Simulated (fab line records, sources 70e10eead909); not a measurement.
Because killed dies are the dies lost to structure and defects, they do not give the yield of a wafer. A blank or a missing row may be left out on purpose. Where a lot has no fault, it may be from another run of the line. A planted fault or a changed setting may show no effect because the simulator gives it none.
Matching of chambers | flow nand harc | 4 sister chambers for NHARC_P_ZERO_WELL_DESCUM_26 on rie diel-06
The step chemistry O2, time 3 s. 4 wafers are shown with their chamber, then 7 later ones without.

== WAFERS PAIRED WITH THEIR CHAMBERS ==
wafer  | chamber | showerhead plenum p Torr (Torr)
L549.3 | 1       | 1.79
L560.2 | 2       | 1.99
L565.2 | 0       | 1.83
L565.3 | 3       | 1.88

== WAFERS MISSING THEIR CHAMBER ==
wafer  | showerhead plenum p Torr (Torr)
L565.4 | 1.99
L566.2 | 1.78
L566.4 | 1.83
L566.6 | 1.83
L568.1 | 1.98
L568.4 | 1.83
L568.6 | 1.83

== WHICH CHAMBER EACH ONE RAN IN ==
wafer  | from the rows above | in truth
L565.4 | 2                   | 2
L566.2 | 1                   | 1
L566.4 | 0                   | 0
L566.6 | 0                   | 0
L568.1 | 2                   | 2
L568.4 | 0                   | 0
L568.6 | 0                   | 0
Correct placement for 7 of the 7. Can't be placed from these rows: 0. 0 placed wrongly.
How it was worked out, from the rows above alone: a wafer's distance from a chamber is the root of the sum, over the readings, of the square of ((its reading less the chamber's mean) divided by the reading's scatter). The wafer belongs to the nearest chamber; if the next one is less than 2 further off, it can't be placed. A chamber's mean is the mean of its shown wafers. The scatter (one wafer shown for each chamber): square how far every hidden wafer sits from the nearest shown wafer, average those squares and take the square root.
